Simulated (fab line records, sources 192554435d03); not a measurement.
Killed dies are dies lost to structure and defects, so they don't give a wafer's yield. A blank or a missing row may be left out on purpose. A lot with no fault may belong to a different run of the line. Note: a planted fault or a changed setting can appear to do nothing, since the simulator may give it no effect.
fab line records + flow n5_finfet
[record]
- lots = 4
- wafers = 12
- last_day = 16
route steps=1938 shown BEOL_M15@1809 PASS1_DEP@1831 MIM_BOT@1832 MIM_TOP@1834 MIM_TOP_LITHO@1839 PASSIVATION@1936
lots that met no fault: taken from a fault-free run of the same line
start_h: the number of hours between the record's first day and the start of the first shown wafer of the lot + wait_h: hours from the lot's prior step to this one + " unchanged from the row above + L1.1+2: a row that stands for several wafers + - no value, or no start was given + * or withheld: withheld + < > ~ a bound
route shown NAME@n: NAME is a module with steps in the file, n the number in the route of the first one + usual: mean and standard deviation over wafers with no fault + same: alike in all rows + chamber/n: place in a boat + sites: per-site readings + _std_site: the standard deviation of these + _edge_site: outer sites' mean less inner sites' + radius_mm: for every site, how far away it sits from the centre of the wafer + mask NAME#n: copy n + behind: the last tool/chamber to shape the wafer + hold: the reason the lot was held/the length of the hold in hours/how it ended + device: names the non-switching transistor (n, p or np) + end of line: the same wafers' tests at the end of the route + step lacking rows: just its recipe + killed: not the wafer's yield, but the dies lost to structure and defects at the first sort + map: per-die view of a wafer (x killed, . not killed, _ where there is no die)
set.NAME: the setting as run; set.NAME@STEP: as run at that earlier step + model.NAME: the simulator's own value behind a step, which no gauge read
certain route steps with their lots: each step a table, each wafer a row
services: when a tool's chamber went out of use (start_h, in hours from the record's first day, below 0 if earlier), for how many hours, and the reason
[[steps]]
[step N5_BEOL_M15_TRENCH_ETCH_34]
[recipe]
- chemistry = C4F8/O2/Ar
- target = SiO2
- target_depth_a = 8729.3
- he_inner_torr = 15
- he_outer_torr = 30
- time_s = 199
- ion_energy_ev = 800
- pressure_mtorr = 20
- source_w = 1905
- bias_w = 2040
- Ar_flow_sccm = 400
- C4F8_flow_sccm = 16
- O2_flow_sccm = 12
[step N5_BEOL_M15_STRIP_36]
[recipe]
- chemistry = O2
- power_w = 600
- temp_c = 60
- pressure_mtorr = 30
- rf_frequency_hz = 6e+07
- bias_power_w = 0
- overash_fraction = 0.3
- o2_flow_sccm = 225
[step N5_BEOL_M15_STRIP_62]
[recipe]
- chemistry = O2
- power_w = 600
- temp_c = 60
- pressure_mtorr = 30
- rf_frequency_hz = 6e+07
- bias_power_w = 0
- overash_fraction = 0.3
- o2_flow_sccm = 225
[step N5_BEOL_M15_STRIP_37]
[recipe]
- chemistry = O2
- power_w = 600
- temp_c = 60
- pressure_mtorr = 30
- rf_frequency_hz = 6e+07
- bias_power_w = 0
- overash_fraction = 0.3
- o2_flow_sccm = 225
[step N5_BEOL_M15_ETCH_38]
[recipe]
- chemistry = CF4/N2
- target = SiCN
- target_depth_a = 1064
- taper_deg = 2
- time_s = 120.5
- ion_energy_ev = 150
- mask_material = SiO2
- pressure_mtorr = 40
- source_w = 430
- bias_w = 70
- Ar_flow_sccm = 100
- cf4_flow_sccm = 60
- n2_flow_sccm = 60
[step N5_BEOL_M15_PRECLEAN_39]
[recipe]
- chemistry = residue_remover
- time_s = 60
- temp_c = 40
[step N5_BEOL_M15_SRD_40]
[recipe]
- time_s = 30
- temp_c = 23
- rinse_liquid = diw
- dry = n2_spin
- spin_rpm = 1500
- dry_time_s = 30
[step N5_BEOL_M15_DEGAS_41]
[recipe]
- ambient = vacuum
- temp_c = 300
- time_s = 60
[step N5_BEOL_M15_PRE_CLEAN_42]
[recipe]
- gas = H2/He
- time_s = 30
- temp_c = 300
[step N5_BEOL_M15_SPUTTER_43]
[recipe]
- material = TaN
- target_thk_a = 150
- temp_c = 50
- bias_v = 168.6
- power_w = 15000
- chamber_pressure_pa = 0.12
- time_s = 24.19
[step N5_BEOL_M15_SPUTTER_44]
[recipe]
- material = Ta
- target_thk_a = 150
- temp_c = 50
- bias_v = 80
- power_w = 15000
- chamber_pressure_pa = 0.07
- time_s = 24.19
[step N5_BEOL_M15_SPUTTER_45]
[recipe]
- material = Cu
- target_thk_a = 1000
- temp_c = -20
- bias_v = 60
- power_w = 26000
- chamber_pressure_pa = 0.13
- time_s = 16.67
[usual]
- bias_v = 60.1/0.57
- substrate_temp_c = -19.99/0.12
- throttle_valve_pct = 29.5/1
| lot.wafer | tool           | chamber | start_h | wait_h | bias_v | substrate_temp_c | throttle_valve_pct |
|-----------|----------------|---------|---------|--------|--------|------------------|--------------------|
| L881.1    | pvd_sputter-03 | -       | 258.79  | 0.0    | 60.2   | -20.00           | 28.6               |
| L881.3    | "              | -       | "       | "      | 60.1   | -19.87           | 29.2               |
| L881.5    | "              | -       | "       | "      | 58.4   | -19.80           | 29.2               |
| L890.1    | pvd_sputter-03 | -       | 338.66  | 0.0    | 59.2   | -20.03           | 29.5               |
| L890.3    | "              | -       | "       | "      | 59.6   | -20.02           | 29.0               |
| L890.5    | "              | -       | "       | "      | 59.9   | -19.78           | 29.6               |
| L891.1    | pvd_sputter-01 | -       | 343.86  | 0.0    | 60.1   | -19.73           | 28.0               |
| L891.2    | "              | -       | "       | "      | 60.7   | -19.80           | 31.5               |
| L891.3    | "              | -       | "       | "      | 59.5   | -19.97           | 30.8               |
| L895.1    | pvd_sputter-03 | -       | 364.86  | 0.0    | 59.6   | -19.94           | 29.4               |
| L895.5    | "              | -       | "       | "      | 59.6   | -20.00           | 29.6               |
| L895.6    | "              | -       | "       | "      | 58.7   | -20.05           | 28.9               |
[step N5_BEOL_M15_ECD_47]
[recipe]
- material = Cu
- target_thk_a = 18600
[step N5_BEOL_M15_ANNEAL_48]
[recipe]
- temp_c = 225
- time_s = 90
- ambient = N2
[step N5_BEOL_M15_CMP_49]
[recipe]
- stop_on = SiO2
- t_overpolish_s = 4.9
- down_force_psi = 2
- platen_rpm = 80
- clearing_platen_down_force_psi = 2
- clearing_platen_rpm = 80
- post_cmp_clean = cu_alkaline
- target_thk_nm = 850
- clearing_platen_pad_velocity_m_s = 1.5917
- pad_velocity_m_s = 1.5917
[step N5_BEOL_M15_PRE_CLEAN_52]
[recipe]
- gas = NH3
- time_s = 15
- temp_c = withheld
- rf_power_w = 300
[step N5_BEOL_M15_DEP_53]
[recipe]
- material = SiCN
- target_thk_a = 500
- temp_c = withheld
- precursor = 3MS/NH3
- pressure_torr = 3
- rf_w = 675
- time_s = 17.8
[step N5_PASSIVATION_PECVD_00]
[recipe]
- material = SiO2
- target_thk_a = 2000
- temp_c = 400
- precursor = SiH4/N2O
- pressure_torr = 2.7
- rf_w = 608
- time_s = 11.2
[step N5_MIM_BOT_DEGAS_01]
[recipe]
- ambient = vacuum
- temp_c = 300
- time_s = 60
[step N5_MIM_BOT_SPUTTER_00]
[recipe]
- material = TiN
- target_thk_a = 350
- temp_c = 200
- power_w = 3000
- chamber_pressure_pa = 0.49996
- gas = Ar
- reactive_partial_pa = 0.37997
- time_s = 89.7
[step N5_MIM_TOP_ALD_00]
[recipe]
- material = Al2O3
- target_thk_a = *
- temp_c = withheld
- ald_precursor_family = TMA
- ald_co_reactant = O3
- pulse_time_s = withheld
- purge_time_s = 3
- co_reactant_purge_time_s = withheld
- co_reactant_pulse_time_s = 3
- ald_cycles = withheld
[step N5_MIM_TOP_ALD_01]
[recipe]
- material = HfO2
- target_thk_a = 56
- temp_c = withheld
- ald_precursor_family = Hf-amide
- ald_co_reactant = O3
- pulse_time_s = 1
- purge_time_s = 3
- co_reactant_purge_time_s = 2
- co_reactant_pulse_time_s = 3
- ald_cycles = 62
[step N5_MIM_TOP_ALD_02]
[recipe]
- material = Al2O3
- target_thk_a = *
- temp_c = withheld
- ald_precursor_family = TMA
- ald_co_reactant = O3
- pulse_time_s = withheld
- purge_time_s = 3
- co_reactant_purge_time_s = withheld
- co_reactant_pulse_time_s = 3
- ald_cycles = withheld
[step N5_MIM_TOP_DEGAS_04]
[recipe]
- ambient = vacuum
- temp_c = 300
- time_s = 60
[step N5_MIM_TOP_SPUTTER_03]
[recipe]
- material = TiN
- target_thk_a = 350
- temp_c = 200
- power_w = 3000
- chamber_pressure_pa = 0.49996
- gas = Ar
- reactive_partial_pa = 0.37997
- time_s = 89.7
[step N5_MIM_TOP_LITHO_HMDS_01]
[recipe]
- time_s = 60
- temp_c = 120
[step N5_MIM_TOP_LITHO_COAT_02]
[recipe]
- spin_rpm = *
- resist_thk_nm = *
[step N5_MIM_TOP_LITHO_EBR_04]
[recipe]
- solvent = PGMEA
- ebr_width_mm = 1.5
[step N5_MIM_TOP_LITHO_SOFTBAKE_03]
[recipe]
- temp_c = 100
- time_s = 90
[step N5_MIM_TOP_LITHO_EXPOSE_05]
[recipe]
- mask_id = MIM_TOP
- na = 0.55
- source_shape = conventional
- sigma_outer = 0.8
- polarization = unpolarized
- target_cd_nm = 2000
- dose_mj = 20.5
[step N5_MIM_TOP_LITHO_PEB_06]
[recipe]
- peb_temp_c = withheld
- peb_time_s = *
[step N5_MIM_TOP_LITHO_DEVELOP_07]
[recipe]
- develop_time_s = 60
- rinse_liquid = diw
- dry = air_spin
- dev_temp_c = 21
[step N5_MIM_TOP_LITHO_HARDBAKE_09]
[recipe]
- temp_c = 130
- time_s = 120
[step N5_MIM_TOP_LITHO_DESCUM_10]
[recipe]
- chemistry = O2
- time_s = 7.9
- source_power_w = 50
- bias_power_w = 20
- pressure_mtorr = 20
- rf_frequency_hz = 2.712e+07
- temp_c = 40
- o2_flow_sccm = 225
[step N5_PASSIVATION_PROBE_49]
[usual]
- defect_limited_yield = 91.3/1.5
- killed_at_M0_to_M3 = 34/10
- killed_at_M4_up = 13/4.9
- killed_at_contacts = 13/6.1
- killed_at_front_end = 39/13
- killed_at_other = 4.1/2.7
- killed_dies = 103/18
- killed_open = 68/13
- killed_short = 32/7.6
- sort_bin_5_function = 5.2/1
- sort_bin_6_memory = 3.2/0.75
- sort_n_pass = 1077/18
- sort_yield_pct = 91.3/1.5
[same]
- gross_dies = 1180
- killed_at_back_side = 0
- sort_bin_4_leakage[%] = 0
- sort_bin_8_speed[%] = 0
| lot.wafer | tool      | chamber | start_h | wait_h | defect_limited_yield[%] | killed_at_M0_to_M3 | killed_at_M4_up | killed_at_contacts | killed_at_front_end | killed_at_other | killed_dies | killed_open | killed_short | sort_bin_5_function[%] | sort_bin_6_memory[%] | sort_n_pass | sort_yield_pct[%] |
|-----------|-----------|---------|---------|--------|-------------------------|--------------------|-----------------|--------------------|---------------------|-----------------|-------------|-------------|--------------|------------------------|----------------------|-------------|-------------------|
| L881.1    | prober-01 | -       | 271.76  | 0.0    | 89.5                    | 33                 | 20              | 13                 | 54                  | 4               | 124         | 80          | 37           | 6.4                    | 3.6                  | 1056        | 89.5              |
| L881.3    | prober-01 | -       | 271.86  | 0.1    | 91.9                    | 38                 | 21              | 8                  | 25                  | 3               | 95          | 63          | 28           | 4.5                    | 3.2                  | 1085        | 91.9              |
| L881.5    | prober-01 | -       | 271.96  | 0.2    | 91.9                    | 37                 | 12              | 10                 | 36                  | 1               | 96          | 68          | 26           | 4.8                    | 2.9                  | 1084        | 91.9              |
| L890.1    | prober-02 | -       | 354.91  | 0.0    | 86.0                    | 38                 | 75              | 4                  | 40                  | 8               | 165         | 79          | 30           | 8.1                    | 5.4                  | 1015        | 86.0              |
| L890.3    | prober-02 | -       | 355.01  | 0.1    | 93.1                    | 23                 | 14              | 9                  | 29                  | 6               | 81          | 54          | 23           | 4.2                    | 2.4                  | 1099        | 93.1              |
| L890.5    | prober-02 | -       | 355.11  | 0.2    | 90.0                    | 41                 | 10              | 8                  | 52                  | 7               | 118         | 79          | 34           | 6.4                    | 3.2                  | 1062        | 90.0              |
| L891.1    | prober-01 | -       | 360.59  | 0.7    | 91.6                    | 16                 | 16              | 22                 | 43                  | 2               | 99          | 66          | 29           | 5.4                    | 2.6                  | 1081        | 91.6              |
| L891.2    | prober-01 | -       | 360.64  | 0.8    | 90.6                    | 33                 | 14              | 23                 | 40                  | 1               | 111         | 72          | 33           | 5.0                    | 4.0                  | 1069        | 90.6              |
| L891.3    | prober-01 | -       | 360.69  | 0.8    | 90.8                    | 29                 | 12              | 27                 | 37                  | 3               | 108         | 70          | 33           | 6.2                    | 2.4                  | 1072        | 90.8              |
| L895.1    | prober-01 | -       | 385.65  | 0.0    | 89.2                    | 31                 | 60              | 9                  | 27                  | 1               | 128         | 57          | 26           | 7.0                    | 3.6                  | 1052        | 89.2              |
| L895.5    | prober-01 | -       | 385.85  | 0.2    | 93.8                    | 28                 | 10              | 8                  | 25                  | 2               | 73          | 41          | 30           | 4.0                    | 2.1                  | 1107        | 93.8              |
| L895.6    | prober-01 | -       | 385.90  | 0.3    | 90.9                    | 17                 | 55              | 18                 | 15                  | 2               | 107         | 51          | 17           | 5.5                    | 3.5                  | 1073        | 90.9              |
// killed by level:class
L881.1 FIN_SAQP:geometric_particle:short=17 FIN_SAQP:geometric_particle:open=16 MOL_CONTACT_COAG:geometric_particle:open=11 BEOL_M2:geometric_particle:open=10 BEOL_M4:geometric_particle:open=9 BEOL_M3:geometric_particle:open=9 STI_FIN_REVEAL:geometric_particle:open=7 BEOL_M0_SAQP:geometric_particle:open=5
L881.3 BEOL_M4:geometric_particle:open=10 BEOL_M2:geometric_particle:open=8 MOL_CONTACT_COAG:geometric_particle:open=6 BEOL_M3:geometric_particle:open=6 BEOL_M1:geometric_particle:short=5 FIN_SAQP:geometric_particle:short=4 STI_FIN_REVEAL:geometric_particle:open=4 BEOL_M0_SAQP:geometric_particle:short=4
L881.5 BEOL_M3:geometric_particle:open=17 FIN_SAQP:geometric_particle:open=10 STI_FIN_REVEAL:geometric_particle:open=7 FIN_SAQP:geometric_particle:short=6 MOL_CONTACT_COAG:geometric_particle:open=6 BEOL_M5:geometric_particle:open=6 BEOL_M0_SAQP:geometric_particle:open=5 BEOL_M2:geometric_particle:open=5
L890.1 BEOL_M15:interface_void_opened=53 STI_FIN_REVEAL:geometric_particle:open=14 DUMMY_GATE:geometric_particle:open=9 BEOL_M0_SAQP:geometric_particle:open=8 BEOL_M4:geometric_particle:open=8 BEOL_M0_SAQP:geometric_particle:short=6 BEOL_M3:geometric_particle:open=6 FIN_SAQP:geometric_particle:open=5
L890.3 MOL_CONTACT_COAG:geometric_particle:open=8 STI_FIN_REVEAL:geometric_particle:open=7 FIN_SAQP:geometric_particle:short=6 BEOL_M3:geometric_particle:open=6 BEOL_M0:geometric_particle:open=5 BEOL_M0_SAQP:geometric_particle:open=3 BEOL_M2:geometric_particle:open=3 BEOL_M4:geometric_particle:open=3
L890.5 STI_FIN_REVEAL:geometric_particle:open=18 FIN_SAQP:geometric_particle:open=12 BEOL_M0:geometric_particle:open=8 BEOL_M3:geometric_particle:open=6 MOL_CONTACT_COAG:geometric_particle:open=6 MIM_TOP_ETCH:geometric_particle:open=5 GATE_CUT:geometric_particle:short=5 BEOL_M0_SAQP:geometric_particle:short=5
L891.1 MOL_CONTACT_COAG:geometric_particle:open=19 FIN_SAQP:geometric_particle:open=17 FIN_SAQP:geometric_particle:short=8 DUMMY_GATE:geometric_particle:open=5 BEOL_M0_SAQP:geometric_particle:short=4 BEOL_M4:geometric_particle:open=4 BEOL_M10:coat_microbubble_printed=3 MOL_CONTACT_COAG:geometric_particle:short=3
L891.2 MOL_CONTACT_COAG:geometric_particle:open=14 BEOL_M3:geometric_particle:open=13 FIN_SAQP:geometric_particle:short=12 FIN_SAQP:geometric_particle:open=10 MOL_CONTACT_COAG:geometric_particle:short=8 DUMMY_GATE:geometric_particle:open=6 BEOL_M4:geometric_particle:open=6 BEOL_M0_SAQP:geometric_particle:open=5
L891.3 MOL_CONTACT_COAG:geometric_particle:open=23 FIN_SAQP:geometric_particle:short=11 FIN_SAQP:geometric_particle:open=11 BEOL_M3:geometric_particle:open=6 BEOL_M0_SAQP:geometric_particle:open=5 BEOL_M1:geometric_particle:open=5 DUMMY_GATE:geometric_particle:open=4 MOL_CONTACT_COAG:geometric_particle:short=4
L895.1 BEOL_M15:interface_void_opened=43 BEOL_M4:geometric_particle:open=11 GATE_CUT:geometric_particle:short=8 BEOL_M0_SAQP:geometric_particle:open=7 BEOL_M2:geometric_particle:open=6 BEOL_M0_SAQP:geometric_particle:short=6 GATE_CUT:geometric_particle:open=5 MOL_CONTACT_COAG:geometric_particle:open=5
L895.5 BEOL_M0_SAQP:geometric_particle:short=9 BEOL_M0_SAQP:geometric_particle:open=8 MOL_CONTACT_COAG:geometric_particle:open=7 GATE_CUT:geometric_particle:short=6 STI_FIN_REVEAL:geometric_particle:open=5 BEOL_M1:geometric_particle:open=5 FIN_SAQP:geometric_particle:short=4 GATE_CUT:geometric_particle:open=4
L895.6 BEOL_M15:interface_void_opened=38 MOL_CONTACT_COAG:geometric_particle:open=17 BEOL_M4:geometric_particle:open=11 BEOL_M2:geometric_particle:open=7 GATE_CUT:geometric_particle:short=5 BEOL_M1:geometric_particle:open=3 FIN_SAQP:geometric_particle:short=2 BEOL_M2:geometric_particle:short=2
// map L890.1 (x killed, . not)
_________________.......xx...________________
______________..x..............._____________
___________....x...................__________
__________.x..x......x.............._________
________...x....x......x.....x........_______
_______.....x...........x.........x....______
______...x.x..........x................._____
_____....x....x...x..x.........x.........____
____......x......x.................x......___
___x......x...........x..............x.....__
___..........x.....x.............xx........__
__x.....x.x...x......................x.....x_
__x.....x...xx...x..x...x..........x....xx.._
_...xxx...............x..................x..x
_.xx.x...xx....x...............x....x....x.x.
_...............x..x.......xx..........x.....
_.x.......x.x..x.............................
_.....x......xx........xx......x.............
_....x........xx....x......................x.
_..x..xx.......xx..x....x.............x.x....
_.........x..x........x..x........x........x.
__x.............x...x...x.x...........x....._
__xx.....................x..........x.x..x.._
___.....x.........................xx.......__
___.......x..x...x..x.......x.....x......x.__
____.........x..x....x.x..x...............___
_____x...x..................x....x...xx..____
______.....x.....x......x...x....x......_____
_______......x........x........x..x.x..______
________..................xx........x._______
__________...x.......xx..........x.._________
___________.x..x.xx.xx..x.......x..__________
______________..x.x.xx...x...x.._____________
_________________...x........________________
// map L895.1 (x killed, . not)
_________________......x.....________________
______________....xxx....x....x._____________
___________........................__________
__________x...x..............xx....._________
________...x.....x.x.................._______
_______..x.......x.x....x.........x....______
______x...............x........x...x...._____
_____..........................x.x.....xx____
____....x..........x..........x..xx......x___
___...x.x.....x...................x....x...__
___..xx...................x.......x........__
__...x.x........x...x............x....x....._
__........................x............x.x.._
_............x..............................x
_...........................x.......x.x....x.
_..x.........................................
_..x......xx...........x.............x.......
_..........................x.x...........x...
_xx.........x.....x.......x........x.x.x.....
_.x.......x...............x...............x..
_.......xx.....x.x.....x............x........
__......................x.x...........x....._
__..............x.............xx...x....x..._
___.x.x...x........x...................x..x__
___..........x..................x..........__
____.x........................x...........___
_____...............x....xx......x....x..____
______...x......x.....x................._____
_______.............x...x....x.........______
________.........x...........xx......._______
__________............xx....x......x_________
___________.x......x..x............__________
______________.x.....x.......x.x_____________
_________________.....xx.....________________
[[services]]
| tool           | chamber | start_h | hours | kind   |
|----------------|---------|---------|-------|--------|
| pvd_sputter-01 | -       | 302.73  | 1.0   | repair |
[[key]]
[first_sign]
- step = N5_PASSIVATION_PROBE_49
- reading = killed_at_M4_up
- direction = up
- sigmas = 10
- usual = 13
- struck = 63
[more_kills_born_at]
- N5_BEOL_M15_SPUTTER_45@pvd_sputter-03 = 134
met_at N5_BEOL_M15_SPUTTER_45
struck_wafers L890.1,L895.1,L895.6
onset_between 258.79 338.66
[fault]
- kind = process_parameter_drift
- tool = pvd_sputter-03
- chamber = -
- onset_h = 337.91
- steps = N5_BEOL_M15_SPUTTER_45
- channel = time_s
- offset = *
- shape = step
- end_h = 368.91
- scope = struck_wafers_only
- acts_in = *
- stated = *
